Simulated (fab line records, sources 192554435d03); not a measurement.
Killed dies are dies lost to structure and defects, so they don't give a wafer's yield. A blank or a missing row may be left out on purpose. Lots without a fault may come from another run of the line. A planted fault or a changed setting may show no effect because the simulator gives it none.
fab line records | flow n5_finfet
record lots=9 wafers=24 last_day=18
route steps=1938 shown BEOL_M2@880 BEOL_M4@1111 PASSIVATION@1936
lots that met no fault: from a run of the same line without faults
start_h: hours from the record's first day to the start of the lot's first wafer shown | wait_h: hours since the lot's step before | " the same as in the row above | L1.1+2: a row that stands for several wafers | - no value, or no start given | * or withheld: withheld | < > ~ a bound
route shown NAME@n: a module of which the file shows steps, and the number in the route of the first | usual: mean/standard deviation of fault-free wafers | same: alike in all rows | chamber/n: place in a boat | sites: the reading at each site | _std_site: their standard deviation | _edge_site: outer sites' mean less inner sites' | radius_mm: how far each site lies from the wafer's centre | mask NAME#n: copy n | behind: the tool/chamber that last shaped the wafer | hold: why the lot was held/for how many hours/how that ended | device: the transistor (n, p or np) that didn't switch | end of line: the same wafers' tests at the end of the route | a step without rows: its recipe alone | killed: dies lost to structure and defects at the first sort, not the wafer's yield | map: a wafer's dies, x killed, . not, _ none there
set.NAME: the setting as run; set.NAME@STEP: as run at that earlier step | model.NAME: the simulator's own value behind a step, which no gauge read
steps of the route over a sample of lots; a table a step, a row a wafer
services: from which hour (start_h, from the record's first day; less than 0 if before it) a tool's chamber was out of use, for how many hours, and why
## steps
# step N5_BEOL_M2_ETCH_77
# recipe chemistry=N2/H2 target=underlayer target_depth_a=65 mask_material=CAR-EUV time_s=5.2 ion_energy_ev=200 pressure_mtorr=30 source_w=840 bias_w=150 n2_flow_sccm=200 h2_flow_sccm=200 ends=cleared
# usual drypump_motor_current_A=5.6/0.46 etch_rf_on_time_s=5.18/0.11 oes_product_au=0.68/0.082 rf_vpp_V=523.6/2.7 showerhead_plenum_p_Torr=2.54/0.088 throttle_valve_pct=17.84/0.22
# columns lot.wafer tool chamber start_h wait_h drypump_motor_current_A etch_rf_on_time_s oes_product_au rf_hours_counter_h rf_vpp_V showerhead_plenum_p_Torr throttle_valve_pct
L636.1 rie_diel-03 0 143.20 0.0 5.1 5.05 0.77 40 527.8 2.71 17.67
L636.3 " 1 " " 6.3 5.10 0.65 167 522.3 2.45 17.78
L636.5 " 0 " " 5.1 5.10 0.76 - 526.7 2.71 17.60
L640.3 rie_diel-04 3 157.52 0.0 5.4 5.27 0.58 247 525.5 2.60 17.90
L640.5 " 3 " " 5.4 5.31 0.58 - 526.6 2.60 17.87
L640.6 " 2 " " 5.7 5.17 0.69 - 520.8 2.46 17.87
L644.1 rie_diel-01 1 192.65 0.0 5.1 5.28 0.61 224 518.7 2.43 18.17
L644.6 " 3 " " 5.9 5.37 0.64 - 525.2 2.55 18.05
L643.1 rie_diel-01 0 195.99 0.0 5.7 5.25 0.69 93 521.3 2.46 17.61
L643.3 " 3 " " 5.9 5.25 0.66 133 524.2 2.55 18.05
L646.2 rie_diel-04 3 203.47 0.0 5.4 5.02 0.87 2 526.1 2.60 17.45
L646.3 " 2 " " 5.7 5.04 0.69 117 522.6 2.45 17.90
L657.1 rie_diel-03 3 268.00 0.0 4.8 5.14 0.64 145 523.1 2.53 17.91
L657.4 " 2 " " 6.2 5.31 0.60 208 526.1 2.51 17.88
L657.6 " 2 " " 6.2 5.25 0.60 - 522.8 2.51 17.88
L656.2 rie_diel-01 3 268.22 0.0 5.9 5.30 0.63 161 521.5 2.53 18.11
L656.5 " 3 " " 5.9 5.33 0.64 - 523.0 2.53 18.11
L656.6 " 2 " " 5.0 5.21 0.78 - 527.5 2.69 17.74
L659.2 rie_diel-04 0 268.51 0.0 5.5 5.08 0.80 18 524.6 2.60 17.43
L659.4 " 1 " " 6.2 5.35 0.58 215 521.4 2.54 18.16
L659.6 " 2 " " 5.7 5.18 0.65 - 522.0 2.44 17.97
L658.1 rie_diel-04 3 268.75 0.0 5.4 4.93 0.79 29 525.9 2.58 17.50
L658.2 " 2 " " 5.7 5.16 0.66 143 520.9 2.44 17.93
L658.4 " 0 " " 5.5 5.01 0.80 18 521.2 2.60 17.45
# step N5_BEOL_M2_ETCHBACK_99
# recipe chemistry=CHF3 target=SiO2 target_depth_a=50 time_s=10.4 source_w=215 bias_w=47 Ar_flow_sccm=200 CHF3_flow_sccm=12 ion_energy_ev=100 pressure_mtorr=30
# usual CHF3_flow_sccm=12.00/0.037 drypump_motor_current_A=5.5/0.46 oes_product_au=0.78/0.09 rf_vpp_V=241/4.6 showerhead_plenum_p_Torr=2.13/0.079 throttle_valve_pct=17.08/0.2
# columns lot.wafer tool chamber start_h wait_h CHF3_flow_sccm drypump_motor_current_A oes_product_au rf_hours_counter_h rf_vpp_V showerhead_plenum_p_Torr throttle_valve_pct
L636.1 rie_diel-01 2 144.23 0.5 12.03 5.0 0.68 243 235 2.02 17.38
L636.3 " 3 " " 12.05 5.9 0.79 112 247 2.16 17.14
L636.5 " 2 " " 12.05 5.0 0.68 - 236 2.02 17.35
L640.3 rie_diel-01 0 160.59 2.1 12.05 5.7 0.82 79 237 2.08 16.78
L640.5 " 3 " " 11.97 5.9 0.77 - 247 2.15 17.15
L640.6 " 1 " " 11.97 5.1 0.72 - 238 2.05 17.32
L644.1 rie_diel-01 0 194.35 1.6 12.03 5.7 0.81 93 238 2.08 16.81
L644.6 " 1 " " 11.99 5.1 0.70 - 237 2.05 17.32
L643.1 rie_diel-01 1 197.52 0.4 11.95 5.1 0.71 226 238 2.05 17.34
L643.3 " 3 " " 12.02 5.9 0.76 133 247 2.15 17.16
L646.2 rie_diel-01 1 208.40 4.8 12.07 5.1 0.70 229 237 2.05 17.35
L646.3 " 3 " " 12.05 5.9 0.76 137 246 2.15 17.17
L657.1 rie_diel-03 3 270.76 2.6 12.04 4.8 0.75 145 237 2.15 17.27
L657.4 " 1 " " 11.93 6.3 0.72 212 244 2.04 16.96
L657.6 " 2 " " 12.00 6.2 0.71 - 244 2.15 17.26
L656.2 rie_diel-03 2 271.28 2.4 11.98 6.2 0.70 209 243 2.15 17.26
L656.5 " 1 " " 11.99 6.4 0.71 - 242 2.04 16.99
L656.6 " 3 " " 12.00 4.8 0.74 - 237 2.15 17.26
L659.2 rie_diel-04 1 271.63 2.7 11.98 6.2 0.69 216 243 2.13 17.26
L659.4 " 2 " " 11.98 5.7 0.78 144 249 2.07 17.09
L659.6 " 3 " " 12.00 5.4 0.93 - 242 2.20 16.86
L658.1 rie_diel-01 3 274.05 5.0 12.01 5.9 0.72 162 246 2.14 17.22
L658.2 " 1 " " 12.01 5.1 0.99 1 241 2.31 16.92
L658.4 " 2 " " 12.05 5.0 0.90 34 239 2.27 16.95
# step N5_BEOL_M2_ETCH_70
# recipe chemistry=N2/H2 target=SOC target_depth_a=800 overetch_a=240 mask_material=SiARC temp_c=40 time_s=130 ion_energy_ev=200 pressure_mtorr=30 source_w=840 bias_w=150 n2_flow_sccm=200 h2_flow_sccm=200
# usual drypump_motor_current_A=5.5/0.46 oes_product_au=0.58/0.063 rf_vpp_V=523.3/2.7 run_length_s=153.2/0.51 showerhead_plenum_p_Torr=2.52/0.09 temp_c=40.01/0.11 throttle_valve_pct=17.83/0.22
# columns lot.wafer tool chamber start_h wait_h drypump_motor_current_A oes_product_au rf_hours_counter_h rf_vpp_V run_length_s showerhead_plenum_p_Torr temp_c throttle_valve_pct
L636.1 rie_diel-01 2 144.27 0.0 5.0 0.50 243 519.6 153.2 2.39 40.14 18.08
L636.3 " 3 " " 5.9 0.58 112 522.6 152.7 2.55 39.96 17.96
L636.5 " 2 " " 5.0 0.50 - 519.4 153.2 2.39 40.02 18.12
L640.3 rie_diel-01 0 160.62 0.0 5.7 0.61 79 520.6 153.7 2.47 39.94 17.56
L640.5 " 3 " " 5.9 0.58 - 524.3 152.8 2.55 39.87 17.98
L640.6 " 1 " " 5.1 0.52 - 520.6 152.6 2.43 40.06 18.11
L644.1 rie_diel-01 0 194.39 0.0 5.7 0.60 93 520.9 153.8 2.46 39.77 17.56
L644.6 " 1 " " 5.1 0.52 - 521.5 152.9 2.43 40.08 18.13
L643.1 rie_diel-01 1 197.56 0.0 5.1 0.52 226 520.6 153.1 2.43 39.99 18.12
L643.3 " 3 " " 5.9 0.57 133 526.4 152.5 2.54 40.04 18.01
L646.2 rie_diel-01 1 208.44 0.0 5.1 0.52 229 521.0 152.6 2.43 39.85 18.15
L646.3 " 3 " " 5.9 0.56 137 523.8 152.5 2.54 40.05 18.03
L657.1 rie_diel-03 3 270.80 0.0 4.8 0.55 145 522.9 152.6 2.53 40.08 17.86
L657.4 " 1 " " 6.4 0.53 212 520.4 153.7 2.43 39.86 17.82
L657.6 " 2 " " 6.2 0.52 - 522.8 153.9 2.51 40.08 17.82
L656.2 rie_diel-03 2 271.32 0.0 6.2 0.52 209 522.7 153.8 2.51 39.98 17.87
L656.5 " 1 " " 6.4 0.53 - 520.2 153.4 2.43 40.03 17.81
L656.6 " 3 " " 4.8 0.55 - 523.7 153.0 2.53 40.16 17.87
L659.2 rie_diel-04 1 271.67 0.0 6.2 0.51 216 523.2 153.3 2.54 40.00 18.09
L659.4 " 2 " " 5.7 0.57 144 521.0 153.6 2.44 39.80 17.89
L659.6 " 3 " " 5.4 0.67 - 525.6 154.0 2.58 40.08 17.47
L658.1 rie_diel-01 3 274.09 0.0 5.9 0.55 162 522.9 152.6 2.53 40.06 18.04
L658.2 " 1 " " 5.1 0.72 1 526.8 152.6 2.74 40.23 17.73
L658.4 " 2 " " 5.0 0.67 34 528.3 153.1 2.69 40.10 17.68
# step N5_BEOL_M2_VIA_ETCH_34
# recipe chemistry=C4F6/O2 target_depth_a=694 mask_material=SOC pressure_mtorr=15 ion_energy_ev=250 taper_deg=4 time_s=65.9 source_w=350 bias_w=170 Ar_flow_sccm=300 C4F6_flow_sccm=10 O2_flow_sccm=10
# usual drypump_motor_current_A=5.5/0.46 oes_product_au=0.78/0.089 rf_vpp_V=666/12 run_length_s=89.1/0.47 showerhead_plenum_p_Torr=2.82/0.1 throttle_valve_pct=30.71/0.22
# columns lot.wafer tool chamber start_h wait_h drypump_motor_current_A oes_product_au rf_hours_counter_h rf_vpp_V run_length_s showerhead_plenum_p_Torr throttle_valve_pct
L636.1 rie_diel-01 2 144.37 0.0 5.0 0.68 243 651 89.0 2.67 30.89
L636.3 " 3 " " 5.9 0.78 112 681 88.3 2.85 30.77
L636.5 " 2 " " 5.0 0.68 - 648 89.5 2.67 30.90
L640.3 rie_diel-01 0 160.73 0.0 5.7 0.82 79 659 89.0 2.76 30.36
L640.5 " 3 " " 5.9 0.78 - 681 88.4 2.84 30.78
L640.6 " 1 " " 5.1 0.72 - 657 88.7 2.71 30.94
L644.1 rie_diel-01 0 194.50 0.0 5.7 0.80 93 660 92.1 2.75 30.37
L644.6 " 1 " " 5.1 0.71 - 656 88.6 2.71 30.94
L643.1 rie_diel-01 1 197.66 0.0 5.1 0.70 226 657 91.6 2.71 30.94
L643.3 " 3 " " 5.9 0.76 133 681 88.7 2.84 30.79
L646.2 rie_diel-01 1 208.55 0.0 5.1 0.70 229 657 92.2 2.71 30.95
L646.3 " 3 " " 5.9 0.75 137 681 88.6 2.84 30.80
L657.1 rie_diel-03 2 270.90 0.0 6.2 0.70 209 671 89.3 2.84 31.06
L657.4 " 1 " " 6.3 0.72 212 671 89.3 2.70 30.39
L657.6 " 3 " " 4.8 0.75 - 654 88.3 2.84 30.76
L656.2 rie_diel-03 2 271.43 0.0 6.2 0.71 209 671 89.7 2.84 31.04
L656.5 " 1 " " 6.3 0.72 - 672 89.4 2.70 30.40
L656.6 " 3 " " 4.8 0.75 - 654 88.4 2.84 30.77
L659.2 rie_diel-04 1 271.77 0.0 6.2 0.70 216 667 89.1 2.81 30.92
L659.4 " 2 " " 5.7 0.78 144 683 89.1 2.74 30.81
L659.6 " 3 " " 5.4 0.92 - 668 89.9 2.90 30.60
L658.1 rie_diel-01 3 274.19 0.0 5.9 0.73 162 680 88.6 2.82 30.83
L658.2 " 1 " " 5.1 1.01 1 666 88.9 3.04 30.67
L658.4 " 2 " " 5.0 0.90 35 662 89.4 2.99 30.52
# step N5_BEOL_M4_RC_MEAS_101
# usual DIBL_N=36.4/1.6 DIBL_P=35.9/2 IOFF_N=0.152/0.03 IOFF_P=0.20/0.032 ION_N=670/12 ION_P=459/7.3 SS_N=71.6/0.55 SS_P=73.2/0.69 VT_N=251/3.5 VT_P=-252/3.2
# columns lot.wafer tool chamber start_h wait_h DIBL_N[mV/V] DIBL_P[mV/V] IOFF_N[nA/um] IOFF_P[nA/um] ION_N[uA/um] ION_P[uA/um] SS_N[mV/dec] SS_P[mV/dec] VT_N[mV] VT_P[mV]
L636.1 prober-01 0 168.81 0.0 35.4 34.2 0.131 0.21 669 466 70.9 72.6 251 -247
L636.3 " 0 " " 36.6 36.3 0.148 0.23 671 463 70.6 73.3 251 -247
L636.5 " 0 " " 37.7 38.0 0.168 0.26 678 474 71.4 73.8 248 -246
L640.3 prober-01 0 197.53 0.3 37.2 37.4 0.177 0.22 688 468 72.4 73.6 247 -248
L640.5 " 0 " " 35.7 35.0 0.148 0.19 679 459 71.9 72.8 251 -252
L640.6 " 0 " " 34.9 35.2 0.142 0.18 678 460 71.8 72.6 251 -250
L643.1 prober-01 0 224.37 0.0 34.1 33.3 0.108 0.13 658 448 70.8 72.8 258 -261
L643.3 " 0 " " 38.1 39.7 0.193 0.22 688 467 71.8 74.8 247 -251
L644.1 prober-02 0 224.57 0.0 36.9 34.1 0.151 0.18 681 453 72.2 73.2 251 -255
L644.6 " 0 " " 36.3 34.2 0.139 0.19 669 464 71.5 73.0 251 -251
L646.2 prober-01 0 232.05 0.2 38.4 38.2 0.192 0.23 686 466 72.0 73.5 248 -249
L646.3 " 0 " " 35.7 35.4 0.151 0.20 686 472 72.2 73.9 253 -250
L657.1 prober-01 0 304.86 0.0 35.5 34.9 0.136 0.17 653 444 71.0 72.5 253 -254
L657.4 " 0 " " 37.1 37.8 0.177 0.21 669 451 71.6 73.4 249 -251
L657.6 " 0 " " 37.3 36.7 0.158 0.20 661 451 71.6 72.5 251 -252
L656.2 prober-02 0 306.21 0.2 35.5 34.6 0.143 0.17 661 452 71.1 73.7 252 -251
L656.5 " 0 " " 33.3 32.0 0.106 0.14 646 449 71.1 71.9 258 -256
L656.6 " 0 " " 32.5 31.6 0.095 0.14 644 448 70.4 72.4 255 -253
L659.2 prober-01 0 306.85 0.2 35.6 34.2 0.128 0.16 659 445 71.3 73.0 255 -257
L659.4 " 0 " " 35.7 34.9 0.124 0.16 668 458 71.0 73.4 254 -258
L659.6 " 0 " " 34.8 32.8 0.117 0.14 654 447 71.2 72.5 256 -261
L658.1 prober-02 0 311.21 0.0 35.3 35.4 0.135 0.19 671 458 71.7 73.6 255 -253
L658.2 " 0 " " 36.3 35.6 0.160 0.20 667 452 72.3 73.2 253 -252
L658.4 " 0 " " 34.5 35.5 0.127 0.20 664 464 71.1 73.2 254 -251
# step N5_PASSIVATION_PROBE_49
# usual defect_limited_yield=91.7/1.2 killed_at_M0_to_M3=33/9.5 killed_at_M4_up=13/4.9 killed_at_contacts=13/6.6 killed_at_front_end=36/11 killed_at_other=3.0/2.6 killed_dies=97/14 killed_on_rim=13/3.8 killed_open=65/11 killed_short=31/6.6 sort_bin_5_function=4.8/0.82 sort_bin_6_memory=3.1/0.58 sort_bin_8_speed=0.00/0.02 sort_n_pass=1083/14 sort_yield_pct=91.7/1.2
# same gross_dies=1180 killed_at_back_side=0 sort_bin_4_leakage[%]=0
# columns lot.wafer tool chamber start_h wait_h defect_limited_yield[%] killed_at_M0_to_M3 killed_at_M4_up killed_at_contacts killed_at_front_end killed_at_other killed_dies killed_on_rim killed_open killed_short sort_bin_5_function[%] sort_bin_6_memory[%] sort_bin_8_speed[%] sort_n_pass sort_yield_pct[%]
L636.1 prober-01 - 277.79 0.0 91.2 43 8 16 32 5 104 11 70 34 5.8 2.8 0 1076 91.2
L636.3 prober-01 - 277.89 0.1 93.2 30 15 8 25 2 80 8 63 14 4.1 2.7 0 1100 93.2
L636.5 prober-01 - 277.99 0.2 92.5 40 11 11 25 1 88 12 56 29 4.4 2.9 0 1092 92.5
L640.3 prober-02 - 294.13 0.1 93.1 24 9 11 29 8 81 6 46 35 4.4 2.4 0 1099 93.1
L640.5 prober-02 - 294.23 0.2 93.4 16 11 13 32 6 78 9 52 26 3.6 2.9 0 1102 93.4
L640.6 prober-02 - 294.28 0.3 91.4 26 8 9 48 11 102 10 72 30 5.1 3.1 0 1078 91.4
L644.1 prober-01 - 324.25 0.0 92.6 35 10 6 36 0 87 11 69 15 4.4 2.8 0 1093 92.6
L644.6 prober-01 - 324.50 0.3 92.0 31 13 3 43 4 94 10 54 39 5.2 2.7 0 1086 92.0
L643.1 prober-01 - 329.16 0.0 91.9 30 17 9 38 1 95 13 68 24 4.1 3.6 0 1085 91.9
L643.3 prober-01 - 329.26 0.1 91.9 33 11 19 27 5 95 13 65 29 4.4 3.4 0 1085 91.9
L646.2 prober-01 - 346.20 0.1 92.2 43 9 5 35 0 92 12 63 28 4.7 3.0 0 1088 92.2
L646.3 prober-01 - 346.25 0.1 92.3 28 8 13 40 2 91 16 55 33 4.5 2.7 0.08 1089 92.3
L659.2 prober-02 - 414.38 0.1 90.1 39 8 17 51 2 117 12 84 33 5.5 4.1 0 1063 90.1
L659.4 prober-02 - 414.48 0.2 91.8 40 7 8 36 6 97 14 66 30 5.2 2.8 0 1083 91.8
L659.6 prober-02 - 414.58 0.3 91.2 29 10 19 44 2 104 10 74 30 4.7 3.9 0 1076 91.2
L657.1 prober-02 - 415.26 0.0 93.2 18 22 6 29 5 80 9 54 26 4.0 2.6 0 1100 93.2
L657.4 prober-02 - 415.41 0.2 92.5 36 19 7 23 3 88 17 56 30 4.1 3.0 0 1092 92.5
L657.6 prober-02 - 415.51 0.3 94.4 19 16 15 13 3 66 6 41 25 3.1 2.5 0 1114 94.4
L656.2 prober-02 - 417.28 0.1 91.8 27 21 5 44 0 97 8 70 21 4.7 3.0 0 1083 91.8
L656.5 prober-02 - 417.43 0.2 92.4 25 12 6 47 0 90 15 56 33 3.7 3.6 0.08 1089 92.3
L656.6 prober-02 - 417.48 0.3 90.8 33 10 9 53 3 108 15 67 40 5.7 3.2 0 1072 90.8
L658.1 prober-02 - 424.00 0.0 90.6 13 20 19 56 3 111 11 68 43 5.6 3.1 0 1069 90.6
L658.2 prober-02 - 424.05 0.1 91.8 26 17 5 47 2 97 11 56 41 5.4 2.3 0 1083 91.8
L658.4 prober-02 - 424.15 0.2 91.4 33 13 13 43 0 102 15 68 33 4.9 3.4 0 1078 91.4
# killed by level:class
L636.1 BEOL_M2:geometric_particle:open=15 MOL_CONTACT_COAG:geometric_particle:open=14 BEOL_M0_SAQP:geometric_particle:open=9 BEOL_M1:geometric_particle:open=6 FIN_SAQP:geometric_particle:short=5 BEOL_M2:geometric_particle:short=5 DUMMY_GATE:geometric_particle:open=4 GATE_CUT:geometric_particle:short=4
L636.3 BEOL_M2:geometric_particle:open=18 BEOL_M4:geometric_particle:open=11 MOL_CONTACT_COAG:geometric_particle:open=7 DUMMY_GATE:geometric_particle:open=5 STARTING-WAFER:geometric_particle:open=4 FIN_SAQP:geometric_particle:open=3 ILD0:geometric_particle:open=3 BEOL_M0_SAQP:geometric_particle:open=3
L636.5 BEOL_M2:geometric_particle:open=12 MOL_CONTACT_COAG:geometric_particle:open=8 BEOL_M0_SAQP:geometric_particle:open=7 BEOL_M3:geometric_particle:open=6 STARTING-WAFER:geometric_particle:short=5 GATE_CUT:geometric_particle:short=4 BEOL_M0_SAQP:geometric_particle:short=4 BEOL_M1:geometric_particle:open=4
L640.3 MOL_CONTACT_COAG:geometric_particle:open=11 FIN_SAQP:geometric_particle:short=7 BEOL_M4:geometric_particle:open=6 FIN_SAQP:geometric_particle:open=5 BEOL_M0_SAQP:geometric_particle:short=5 BEOL_M0_SAQP:geometric_particle:open=5 BEOL_M3:geometric_particle:open=5 BEOL_M3:geometric_particle:short=5
L640.5 MOL_CONTACT_COAG:geometric_particle:open=11 STI_FIN_REVEAL:geometric_particle:open=8 STI_FIN_REVEAL:geometric_particle:short=4 BEOL_M0_SAQP:geometric_particle:short=4 BEOL_M8:geometric_particle:open=4 FIN_SAQP:geometric_particle:short=3 DUMMY_GATE:geometric_particle:open=3 PASS1_CAP:geometric_particle:open=3
L640.6 STI_FIN_REVEAL:geometric_particle:open=11 DUMMY_GATE:geometric_particle:open=9 FIN_SAQP:geometric_particle:open=8 BEOL_M2:geometric_particle:open=8 MOL_CONTACT_COAG:geometric_particle:open=7 BEOL_M0_SAQP:geometric_particle:short=6 BEOL_M3:geometric_particle:open=6 MIM_TOP_ETCH:geometric_particle:short=5
L644.1 STI_FIN_REVEAL:geometric_particle:open=14 BEOL_M2:geometric_particle:open=11 BEOL_M1:geometric_particle:open=8 DUMMY_GATE:geometric_particle:open=6 MOL_CONTACT_COAG:geometric_particle:open=6 BEOL_M0_SAQP:geometric_particle:open=6 GATE_CUT:geometric_particle:open=4 BEOL_M0_SAQP:geometric_particle:short=3
L644.6 FIN_SAQP:geometric_particle:short=10 BEOL_M0_SAQP:geometric_particle:short=9 BEOL_M1:geometric_particle:open=8 STI_FIN_REVEAL:geometric_particle:open=7 DUMMY_GATE:geometric_particle:open=6 GATE_CUT:geometric_particle:short=5 DUMMY_GATE:geometric_particle:short=4 BEOL_M0_SAQP:geometric_particle:open=4
L643.1 FIN_SAQP:geometric_particle:open=12 BEOL_M2:geometric_particle:open=11 BEOL_M4:geometric_particle:open=7 STI_FIN_REVEAL:geometric_particle:open=7 MOL_CONTACT_COAG:geometric_particle:open=7 FIN_SAQP:geometric_particle:short=5 BEOL_M0_SAQP:geometric_particle:open=4 BEOL_M0_SAQP:geometric_particle:short=4
L643.3 MOL_CONTACT_COAG:geometric_particle:open=15 BEOL_M2:geometric_particle:open=7 BEOL_M0_SAQP:geometric_particle:open=6 BEOL_M0_SAQP:geometric_particle:short=6 BEOL_M8:geometric_particle:open=6 FIN_SAQP:geometric_particle:short=5 STI_FIN_REVEAL:geometric_particle:open=5 BEOL_M0:geometric_particle:open=5
L646.2 STI_FIN_REVEAL:geometric_particle:open=12 FIN_SAQP:geometric_particle:open=10 BEOL_M1:geometric_particle:open=9 BEOL_M0_SAQP:geometric_particle:short=8 BEOL_M0_SAQP:geometric_particle:open=6 BEOL_M2:geometric_particle:open=6 BEOL_M1:geometric_particle:short=5 BEOL_M3:geometric_particle:open=5
L646.3 BEOL_M1:geometric_particle:open=10 FIN_SAQP:geometric_particle:open=8 STI_FIN_REVEAL:geometric_particle:open=7 MOL_CONTACT_COAG:geometric_particle:open=7 BEOL_M3:geometric_particle:open=7 MOL_CONTACT_COAG:geometric_particle:short=5 FIN_SAQP:geometric_particle:short=4 DUMMY_GATE:geometric_particle:open=4
L659.2 STI_FIN_REVEAL:geometric_particle:open=14 MOL_CONTACT_COAG:geometric_particle:open=13 BEOL_M0_SAQP:geometric_particle:short=12 DUMMY_GATE:geometric_particle:open=7 BEOL_M1:geometric_particle:open=7 BEOL_M0_SAQP:geometric_particle:open=7 BEOL_M2:geometric_particle:open=7 BEOL_M4:geometric_particle:open=6
L659.4 BEOL_M1:geometric_particle:open=14 MOL_CONTACT_COAG:geometric_particle:open=8 BEOL_M0_SAQP:geometric_particle:short=7 BEOL_M0_SAQP:geometric_particle:open=7 FIN_SAQP:geometric_particle:short=5 DUMMY_GATE:geometric_particle:open=5 BEOL_M3:geometric_particle:open=5 FIN_SAQP:geometric_particle:open=4
L659.6 MOL_CONTACT_COAG:geometric_particle:open=14 DUMMY_GATE:geometric_particle:open=11 BEOL_M0_SAQP:geometric_particle:open=8 STI_FIN_REVEAL:geometric_particle:open=7 FIN_SAQP:geometric_particle:open=6 MOL_CONTACT_COAG:geometric_particle:short=5 BEOL_M0_SAQP:geometric_particle:short=5 BEOL_M4:geometric_particle:open=5
L657.1 BEOL_M4:geometric_particle:open=14 BEOL_M1:geometric_particle:open=8 FIN_SAQP:geometric_particle:short=6 STI_FIN_REVEAL:geometric_particle:open=6 MOL_CONTACT_COAG:geometric_particle:open=6 GATE_CUT:geometric_particle:short=6 BEOL_M3:geometric_particle:open=3 BEOL_M4:geometric_particle:short=3
L657.4 BEOL_M4:geometric_particle:open=10 BEOL_M1:geometric_particle:open=9 BEOL_M0_SAQP:geometric_particle:short=5 BEOL_M2:geometric_particle:short=5 BEOL_M3:geometric_particle:open=5 STARTING-WAFER:geometric_particle:open=5 MOL_CONTACT_COAG:geometric_particle:open=4 BEOL_M2:geometric_particle:open=4
L657.6 MOL_CONTACT_COAG:geometric_particle:open=11 BEOL_M4:geometric_particle:open=10 MOL_CONTACT_COAG:geometric_particle:short=4 BEOL_M1:geometric_particle:short=4 BEOL_M1:geometric_particle:open=4 DUMMY_GATE:geometric_particle:short=3 BEOL_M4:geometric_particle:short=3 BEOL_M3:geometric_particle:short=3
L656.2 BEOL_M4:geometric_particle:open=13 FIN_SAQP:geometric_particle:open=9 STI_FIN_REVEAL:geometric_particle:open=8 BEOL_M3:geometric_particle:open=8 FIN_SAQP:geometric_particle:short=6 BEOL_M0_SAQP:geometric_particle:open=6 BEOL_M1:geometric_particle:open=5 STARTING-WAFER:geometric_particle:open=5
L656.5 FIN_SAQP:geometric_particle:short=15 BEOL_M4:geometric_particle:open=8 FIN_SAQP:geometric_particle:open=7 STI_FIN_REVEAL:geometric_particle:open=5 MOL_CONTACT_COAG:geometric_particle:open=5 BEOL_M0_SAQP:geometric_particle:open=5 BEOL_M0_SAQP:geometric_particle:short=5 BEOL_M1:geometric_particle:open=5
L656.6 STI_FIN_REVEAL:geometric_particle:open=15 BEOL_M0_SAQP:geometric_particle:short=9 GATE_CUT:geometric_particle:short=8 MOL_CONTACT_COAG:geometric_particle:open=8 BEOL_M0_SAQP:geometric_particle:open=7 BEOL_M3:geometric_particle:open=7 FIN_SAQP:geometric_particle:open=6 FIN_SAQP:geometric_particle:short=5
L658.1 FIN_SAQP:geometric_particle:short=14 MOL_CONTACT_COAG:geometric_particle:open=14 FIN_SAQP:geometric_particle:open=9 BEOL_M5:geometric_particle:open=7 BEOL_M0_SAQP:geometric_particle:open=6 STI_FIN_REVEAL:geometric_particle:open=5 DUMMY_GATE:geometric_particle:open=5 GATE_CUT:geometric_particle:short=5
L658.2 FIN_SAQP:geometric_particle:open=11 STI_FIN_REVEAL:geometric_particle:open=9 BEOL_M0_SAQP:geometric_particle:short=7 FIN_SAQP:geometric_particle:short=6 BEOL_M5:geometric_particle:open=6 STARTING-WAFER:geometric_particle:short=6 MOL_CONTACT_COAG:geometric_particle:open=5 DUMMY_GATE:geometric_particle:open=4
L658.4 FIN_SAQP:geometric_particle:open=13 BEOL_M2:geometric_particle:open=11 MOL_CONTACT_COAG:geometric_particle:open=9 FIN_SAQP:geometric_particle:short=7 BEOL_M0_SAQP:geometric_particle:short=7 STI_FIN_REVEAL:geometric_particle:open=5 STARTING-WAFER:geometric_particle:short=5 MOL_CONTACT_COAG:geometric_particle:short=4
## services
# columns tool chamber start_h hours kind
rie_diel-03 3 138.36 7.2 repair
rie_diel-01 2 158.25 - clean
rie_diel-01 2 158.25 - consumable_replace:focus_ring
rie_diel-01 2 158.25 - consumable_replace:showerhead
rie_diel-01 2 158.25 18.8 scheduled_down
rie_diel-01 2 158.25 18.8 vent_cycle
rie_diel-04 3 166.36 - clean
rie_diel-04 3 166.36 - consumable_replace:esc
rie_diel-04 3 166.36 - consumable_replace:focus_ring
rie_diel-04 3 166.36 32.4 scheduled_down
rie_diel-04 3 166.36 32.4 vent_cycle
rie_diel-01 2 182.58 1.8 repair
rie_diel-04 0 199.48 - clean
rie_diel-04 0 199.48 - consumable_replace:focus_ring
rie_diel-04 0 199.48 23.8 scheduled_down
rie_diel-04 0 199.48 23.8 vent_cycle
rie_diel-04 1 244.41 8.5 repair
rie_diel-03 - 245.05 0.2 repair
rie_diel-01 1 257.18 - clean
rie_diel-01 1 257.18 - consumable_replace:focus_ring
rie_diel-01 1 257.18 - consumable_replace:showerhead
## key
first_sign step=N5_BEOL_M2_VIA_ETCH_34 reading=run_length_s direction=up sigmas=6.1 usual=* struck=*
effect none on later readings
met_at N5_BEOL_M2_VIA_ETCH_34
struck_lots L643,L644,L646
struck_wafers L643.1,L644.1,L646.2
not_acting_at N5_BEOL_M2_ETCH_77,N5_BEOL_M2_ETCHBACK_99,N5_BEOL_M2_ETCH_70
onset_between 160.73 194.50
fault kind=process_parameter_drift tool=rie_diel-01 chamber=- onset_h=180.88 steps=N5_BEOL_M2_VIA_ETCH_34 channel=time_s offset=* shape=step end_h=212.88 scope=struck_wafers_only acts_in=* stated=*
